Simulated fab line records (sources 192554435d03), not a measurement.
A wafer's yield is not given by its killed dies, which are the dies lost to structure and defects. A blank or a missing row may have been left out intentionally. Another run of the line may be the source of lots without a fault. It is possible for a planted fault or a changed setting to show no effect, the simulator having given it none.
Which of the tools did it? ; flow n5_finfet ; 30 wafers from 11 lots sampled at 5 of the route's 1938 steps

WHAT EACH GAUGE READ, for each wafer
The record lacks any reading of a measuring or inspecting step that a usual standard deviation could be used to judge.

TOOL THAT RAN EACH LOT (tool first, then ch and the chambers of the sampled wafers, then the start)
lot;N5_BEOL_M7_TRENCH_ETCH_37;N5_BEOL_M7_CURE_75;N5_BEOL_M7_CVD_78;N5_BEOL_M7_CMP_52;N5_PASSIVATION_PROBE_49
L915;rie_diel-02 ch 1,2,3, day 9 06:31 or earlier;uv_cure-02 ch 0, day 9 06:31;cvd_co-01 ch 1,2, day 9 09:02;cmp-04 ch 1,2,3, day 9 09:40;prober-01, day 12 16:50
L918;rie_diel-06 ch 0,3, day 10 14:43 or earlier;uv_cure-01 ch 2, day 10 14:43;cvd_co-02 ch 0,1, day 10 16:01;cmp-01 ch 0,1,3, day 10 16:46;prober-01, day 14 04:31
L921;rie_diel-06 ch 0,3, day 11 08:13 or earlier;uv_cure-01 ch 2, day 11 08:13;cvd_co-02 ch 1,2, day 11 09:07;cmp-04 ch 0,1,3, day 11 10:03;prober-02, day 14 10:04
L925;rie_diel-03 ch 1,2, day 12 20:56 or earlier;uv_cure-03 ch 0, day 12 20:56;cvd_co-02 ch 0,1, day 12 22:03;cmp-03 ch 1,3, day 12 22:45;prober-01, day 16 02:18
L928;rie_diel-02 ch 1, day 13 07:27 or earlier;uv_cure-03 ch 0, day 13 07:27;cvd_co-02 ch 0, day 13 08:24;cmp-01 ch 0, day 13 09:26;prober-02, day 16 10:48
L927;rie_diel-03 ch 0,2, day 13 10:22 or earlier;uv_cure-01 ch 0, day 13 10:22;cvd_co-02 ch 0,1, day 13 11:19;cmp-01 ch 2,3, day 13 12:28;prober-01, day 16 15:05
L931;rie_diel-06 ch 1,2, day 13 13:19 or earlier;uv_cure-02 ch 0, day 13 13:19;cvd_co-01 ch 0,1, day 13 14:15;cmp-04 ch 1,2,3, day 13 15:08;prober-01, day 16 19:41
L929;rie_diel-02 ch 0,1,2, day 13 16:31 or earlier;uv_cure-01 ch 2, day 13 16:31;cvd_co-01 ch 0,2, day 13 17:52;cmp-01 ch 0,1,3, day 13 18:32;prober-02, day 16 20:46
L934;rie_diel-06 ch 1,2,3, day 14 15:06 or earlier;uv_cure-02 ch 1, day 14 15:06;cvd_co-01 ch 1,2, day 14 16:19;cmp-01 ch 0,1, day 14 17:28;prober-01, day 18 03:21
L933;rie_diel-06 ch 1,3, day 15 14:02 or earlier;uv_cure-02 ch 1, day 15 14:02;cvd_co-01 ch 0,1,2, day 15 15:11;cmp-04 ch 0,2, day 15 15:49;prober-01, day 18 22:05
L936;rie_diel-02 ch 0,2,3, day 15 18:26 or earlier;uv_cure-01 ch 1, day 15 18:26;cvd_co-02 ch 0,2, day 15 20:38;cmp-01 ch 1,2, day 15 21:27;prober-01, day 19 11:10
- N5_BEOL_M7_TRENCH_ETCH_37: etches SiCOH lowk in C4F6/O2, target depth 93.478 nm, time 31.2 s.
- N5_BEOL_M7_CURE_75: cures SiCOH lowk, time 120 s.
- N5_BEOL_M7_CVD_78: deposits Co from CCTBA/H2, target thk 2 nm, time 142.3 s.
- N5_BEOL_M7_CMP_52: polishes, stops on SiCOH lowk, t overpolish 6.9 s, target thk 80 nm.
- N5_PASSIVATION_PROBE_49

AS READ BY THE TOOLS THEMSELVES (means over the sampled wafers that have a number; for cases with no such wafer, the mark the record gives instead)
N5_BEOL_M7_TRENCH_ETCH_37. Usual: C4F6_flow_sccm 10.00 sccm, standard deviation 0.031; bias_w 184.9 W, standard deviation 0.55; drypump_motor_current_A 5.7 A, standard deviation 0.36; oes_ar_750_au 0.80 a.u., standard deviation 0.096; oes_product_au 0.80 a.u., standard deviation 0.099; rf_vpp_V 662 V, standard deviation 13; showerhead_plenum_p_Torr 2.89 Torr, standard deviation 0.067; throttle_valve_pct 20.90 %, standard deviation 0.25.
lot;tool;C4F6_flow_sccm (sccm);bias_w (W);drypump_motor_current_A (A);oes_ar_750_au (a.u.);oes_product_au (a.u.);rf_vpp_V (V);showerhead_plenum_p_Torr (Torr);throttle_valve_pct (%);flag
L915;rie_diel-02;10.02;184.9;5.6;0.74;0.74;672;2.91;20.86;
L918;rie_diel-06;10.02;184.8;5.6;0.75;0.75;651;2.91;21.03;
L921;rie_diel-06;9.98;184.3;5.5;0.78;0.79;662;2.90;20.94;
L925;rie_diel-03;10.03;184.4;5.7;0.92;0.93;652;2.79;20.74;
L928;rie_diel-02;9.98;184.8;6.0;0.73;0.74;676;2.82;20.48;
L927;rie_diel-03;10.00;185.0;5.6;0.82;0.82;650;2.86;20.82;
L931;rie_diel-06;9.97;184.7;5.9;0.71;0.71;674;2.93;21.18;
L929;rie_diel-02;9.98;185.2;5.9;0.79;0.81;667;2.93;20.80;
L934;rie_diel-06;10.00;184.7;5.9;0.87;0.88;662;2.92;20.88;
L933;rie_diel-06;9.97;185.1;5.7;0.92;0.92;652;2.91;20.73;
L936;rie_diel-02;10.00;185.0;5.8;0.85;0.84;665;2.95;20.84;

N5_BEOL_M7_CURE_75. Usual: lamp_power_pct 52.31 %, standard deviation 0.055; wafer_temp_C_max 371.7, standard deviation 0.57.
lot;tool;lamp_power_pct (%);wafer_temp_C_max;flag
L915;uv_cure-02;52.32;372.5;
L918;uv_cure-01;52.33;371.3;
L921;uv_cure-01;52.31;371.0;
L925;uv_cure-03;52.36;371.5;
L928;uv_cure-03;52.28;371.1;
L927;uv_cure-01;52.32;371.3;
L931;uv_cure-02;52.32;372.7;
L929;uv_cure-01;52.26;371.5;
L934;uv_cure-02;52.30;371.5;
L933;uv_cure-02;52.36;371.4;
L936;uv_cure-01;52.33;372.3;

N5_BEOL_M7_CVD_78. Usual: 165.2 s for run_length_s, sd 0.43.
lot;tool;run_length_s (s);flag
L915;cvd_co-01;165.5;
L918;cvd_co-02;165.2;
L921;cvd_co-02;165.0;
L925;cvd_co-02;226.2;OFF
L928;cvd_co-02;195.1;OFF
L927;cvd_co-02;195.2;OFF
L931;cvd_co-01;165.1;
L929;cvd_co-01;165.2;
L934;cvd_co-01;165.8;
L933;cvd_co-01;165.4;
L936;cvd_co-02;165.0;

N5_BEOL_M7_CMP_52. Usual: barrier_field_endpoint_s 29.1 s, standard deviation 0.81; motor_current_A 6.0 A, standard deviation 0.69; overpolish_run_s 6.900 s, standard deviation 0.01; time_to_endpoint_s 63 s, standard deviation 3.8.
lot;tool;barrier_field_endpoint_s (s);motor_current_A (A);overpolish_run_s (s);time_to_endpoint_s (s);flag
L915;cmp-04;29.3;5.7;6.906;64;
L918;cmp-01;29.9;6.1;6.899;70;
L921;cmp-04;28.8;5.3;6.908;61;
L925;cmp-03;30.2;6.5;6.889;68;
L928;cmp-01;28.7;6.5;6.906;63;
L927;cmp-01;28.5;6.4;6.909;59;
L931;cmp-04;29.0;5.8;6.905;63;
L929;cmp-01;28.7;6.2;6.897;63;
L934;cmp-01;29.7;6.0;6.899;67;
L933;cmp-04;28.8;6.0;6.887;62;
L936;cmp-01;29.6;5.7;6.903;66;

N5_PASSIVATION_PROBE_49. Usual: defect_limited_yield 91.3 %, standard deviation 1.4; killed_at_M0_to_M3 34, standard deviation 9.2; killed_at_M4_up 13, standard deviation 5.3; killed_at_contacts 12, standard deviation 6; killed_at_front_end 39, standard deviation 12; killed_at_other 4, standard deviation 3.3; killed_dies 102, standard deviation 17; killed_on_rim 13, standard deviation 3.9; killed_open 67, standard deviation 12; killed_short 34, standard deviation 7.4; sort_bin_5_function 5.1 %, standard deviation 1; sort_bin_6_memory 3.2 %, standard deviation 0.6; sort_n_pass 1078, standard deviation 17; sort_yield_pct 91.3 %, standard deviation 1.4.
lot;tool;defect_limited_yield (%);killed_at_M0_to_M3;killed_at_M4_up;killed_at_contacts;killed_at_front_end;killed_at_other;killed_dies;killed_on_rim;killed_open;killed_short;sort_bin_5_function (%);sort_bin_6_memory (%);sort_n_pass;sort_yield_pct (%);flag
L915;prober-01;91.2;31;13;8;42;9;103;15;72;30;5.3;3.2;1077;91.2;
L918;prober-01;91.1;39;9;12;38;8;106;12;68;38;5.4;3.3;1074;91.1;
L921;prober-02;92.9;18;13;10;38;6;84;10;54;27;4.3;2.5;1096;92.9;
L925;prober-01;91.0;38;12;10;40;6;107;12;72;33;4.9;4.0;1073;91.0;
L928;prober-02;92.0;39;16;6;32;0;94;13;68;23;4.7;2.7;1086;92.0;
L927;prober-01;92.7;34;9;8;33;2;86;13;54;32;4.3;3.0;1094;92.7;
L931;prober-01;91.2;38;14;19;29;3;104;15;66;36;5.0;3.5;1076;91.2;
L929;prober-02;91.1;39;14;10;40;2;105;14;65;38;5.2;3.3;1075;91.1;
L934;prober-01;90.6;33;16;11;45;6;111;14;71;39;5.2;3.8;1069;90.6;
L933;prober-01;90.6;28;12;8;60;3;111;16;64;41;5.4;3.4;1069;90.6;
L936;prober-01;91.8;32;10;9;39;6;96;11;61;35;4.5;3.5;1084;91.8;

THE ANSWER, worked out from the rows above alone
Rule: a lot counts as off when the mean over its wafers that have a number is more than 3 standard deviations away from the usual mean. A lot without any number at a reading at which 4 lots or more have one is off too. All remaining lots with rows at the step are treated as sound. After the gauges, taken in route order, come the tools' own readings; for these a lot's mean is taken, as printed above. At the first step where some lot is off, the reading lying furthest off is the one used; lots without a number count as furthest.
Off at N5_BEOL_M7_CVD_78 (run_length_s): L925, L928, L927.
A tool fits if, at that step or a process step before it, it ran every lot that is off, and no sound lot after the first of them. Because N5_BEOL_M7_TRENCH_ETCH_37 lacks a start for some lots, the hours and order of its lots are taken from N5_BEOL_M7_CURE_75. Of those tried, none fits.

WHAT THE SIMULATOR HAD INSERTED
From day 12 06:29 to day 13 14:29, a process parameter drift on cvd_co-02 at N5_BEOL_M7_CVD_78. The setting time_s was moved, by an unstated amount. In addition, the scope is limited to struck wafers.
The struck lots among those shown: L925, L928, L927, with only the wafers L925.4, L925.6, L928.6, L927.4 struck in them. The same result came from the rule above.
